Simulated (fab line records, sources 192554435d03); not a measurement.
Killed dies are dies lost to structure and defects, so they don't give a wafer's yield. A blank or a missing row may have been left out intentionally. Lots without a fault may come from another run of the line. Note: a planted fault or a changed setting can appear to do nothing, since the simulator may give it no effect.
Split-lot experiment + flow n5-finfet + 39 wafers read across 7 lots, on a route 1938 steps long

THE SPLIT ITSELF
At N5_BEOL_M10_ILD_DEP_00 (deposits SiCOH lowk from DEMS/porogen, target thk 308.51 nm, time 58 s), the setting target-thk-a was moved away from the recipe's 3085.1 angstrom on 9 of the 39 wafers read, by -39.5% to +30.2%. All remaining wafers had this setting at the recipe value.

SPLIT TO READING: what lies between them in the file, 1 step
- N5_BEOL_M10_CURE_71: cures SiCOH lowk, time 240 s

THE READING
M10_ILD_THK (nm), taken at N5_BEOL_M10_THK_MEAS_01. Typical for fault-free wafers on this fab line: 269 nm, with standard deviation 3.3 nm.

| wafer  | tool, chamber at the split | target-thk-a as run, angstrom | against the recipe | M10_ILD_THK, nm | against lot-mates on the recipe |
|--------|----------------------------|-------------------------------|--------------------|-----------------|---------------------------------|
| L081.1 | pecvd-01, 0                | 3085.1                        | recipe             | 268             | -                               |
| L081.2 | pecvd-01, 1                | 3085.1                        | recipe             | 269             | -                               |
| L081.3 | pecvd-01, 1                | 3085.1                        | recipe             | 273             | -                               |
| L081.4 | pecvd-01, 0                | 3085.1                        | recipe             | 273             | -                               |
| L081.5 | pecvd-01, 0                | 3085.1                        | recipe             | 277             | -                               |
| L081.6 | pecvd-01, 1                | 3085.1                        | recipe             | 272             | -                               |
| L084.1 | pecvd-02, 1                | 2250                          | -27.1%             | 194             | -77                             |
| L084.2 | pecvd-02, 2                | 2250                          | -27.1%             | 196             | -75                             |
| L084.3 | pecvd-02, 0                | 2250                          | -27.1%             | 195             | -76                             |
| L084.4 | pecvd-02, 1                | 3085.1                        | recipe             | 269             | -                               |
| L084.5 | pecvd-02, 0                | 3085.1                        | recipe             | 272             | -                               |
| L084.6 | pecvd-02, 2                | 3085.1                        | recipe             | 273             | -                               |
| L087.1 | pecvd-01, 1                | 3085.1                        | recipe             | 267             | -                               |
| L087.2 | pecvd-01, 2                | 3085.1                        | recipe             | 272             | -                               |
| L087.3 | pecvd-01, 0                | 3085.1                        | recipe             | 268             | -                               |
| L087.4 | pecvd-01, 2                | 3085.1                        | recipe             | 271             | -                               |
| L087.5 | pecvd-01, 0                | 3085.1                        | recipe             | 273             | -                               |
| L087.6 | pecvd-01, 1                | 3085.1                        | recipe             | 270             | -                               |
| L085.1 | pecvd-03, 0                | 4018                          | +30.2%             | 346             | +78                             |
| L085.2 | pecvd-03, 2                | 4018                          | +30.2%             | 345             | +77                             |
| L085.3 | pecvd-03, 1                | 4018                          | +30.2%             | 349             | +81                             |
| L085.4 | pecvd-03, 1                | 3085.1                        | recipe             | 269             | -                               |
| L085.5 | pecvd-03, 2                | 3085.1                        | recipe             | 267             | -                               |
| L085.6 | pecvd-03, 0                | 3085.1                        | recipe             | 269             | -                               |
| L090.1 | pecvd-01, 0                | 3085.1                        | recipe             | 270             | -                               |
| L090.2 | pecvd-01, 2                | 3085.1                        | recipe             | 271             | -                               |
| L090.3 | pecvd-01, 1                | 3085.1                        | recipe             | 270             | -                               |
| L090.4 | pecvd-01, 0                | 3085.1                        | recipe             | 274             | -                               |
| L090.5 | pecvd-01, 1                | 3085.1                        | recipe             | 275             | -                               |
| L090.6 | pecvd-01, 2                | 3085.1                        | recipe             | 275             | -                               |
| L092.1 | pecvd-02, 1                | 3085.1                        | recipe             | 267             | -                               |
| L092.2 | pecvd-02, 0                | 1865                          | -39.5%             | 159             | -109                            |
| L092.3 | pecvd-02, 2                | 3085.1                        | recipe             | 268             | -                               |
| L092.4 | pecvd-02, 1                | 3085.1                        | recipe             | 270             | -                               |
| L092.5 | pecvd-02, 0                | 1865                          | -39.5%             | 158             | -110                            |
| L092.6 | pecvd-02, 2                | 1865                          | -39.5%             | 163             | -105                            |
| L097.1 | pecvd-02, 1                | 3085.1                        | recipe             | 266             | -                               |
| L097.4 | pecvd-02, 0                | 3085.1                        | recipe             | 271             | -                               |
| L097.5 | pecvd-02, 1                | 3085.1                        | recipe             | 270             | -                               |

THE FIT
A straight line over all 39 wafers: M10_ILD_THK changes by +2.71 nm for each +1% of target-thk-a; r = +1.00; the points scatter about the line by 3.1 nm.
The same after taking each lot's own level away (the mean of its wafers on the recipe; 39 wafers): +2.71 nm for each +1%; r = +1.00; scatter 2.4 nm.
Per that fit: largest target-thk-a move, reading shift of 1.1e+02 nm.
Measured against the standard deviation above, the lots' own levels, which go from 268.3 to 272.5 nm, span 1.3 times it.
Consequently the slope shifts little with the lot-to-lot level, the two slopes agreeing.
Check: with one of the wafers moved furthest among these (-39.5%) left out of the fit, the line predicts -107 nm for it against its lot-mates. Against them it came out at -109 nm.

FURTHER SPLITS ON THESE WAFERS
Before the reading, these wafers also passed through other splits. Each is held against what the fit with the lots' levels taken away leaves over:
| other split on the same wafers               | wafers away from the commonest value | r with M10_ILD_THK (lot level and that fit taken away) |
|----------------------------------------------|--------------------------------------|--------------------------------------------------------|
| N5_FIN_SAQP_HM_DEP_72 target-thk-a           | 12                                   | +0.08                                                  |
| N5_MOL_CONTACT_COAG_SPUTTER_143 target-thk-a | 15                                   | +0.05                                                  |
| N5_BEOL_M3_CVD_47 target-thk-a               | 15                                   | +0.10                                                  |
| N5_BEOL_M5_DESCUM_16 time-s                  | 12                                   | -0.15                                                  |

THE WHOLE CHAIN: every reading that the file lists as answering this split, in the file's order
| step                    | what it does                                                           | reading                                                                                   | change (the file's fit)              | r (the file's) |
|-------------------------|------------------------------------------------------------------------|-------------------------------------------------------------------------------------------|--------------------------------------|----------------|
| N5_BEOL_M10_ILD_DEP_00  | deposits SiCOH lowk from DEMS/porogen, target thk 308.51 nm, time 58 s | SiCOH_lowk_of_BEOL_M10_ILD_DEP_00.thk-nm (the simulator's own value, which no gauge read) | +3.07 nm for each +1% of the setting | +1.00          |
| N5_BEOL_M10_CURE_71     | cures SiCOH lowk, time 240 s                                           | SiCOH_lowk_of_BEOL_M10_ILD_DEP_00.thk-nm (the simulator's own value, which no gauge read) | +2.71 nm for each +1% of the setting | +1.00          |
| N5_BEOL_M10_THK_MEAS_01 |                                                                        | M10_ILD_THK                                                                               | +2.71 for each +1% of the setting    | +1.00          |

THE FILE'S OWN FIT
M10_ILD_THK changes by +2.71 nm for each +1% of target-thk-a, r = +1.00.
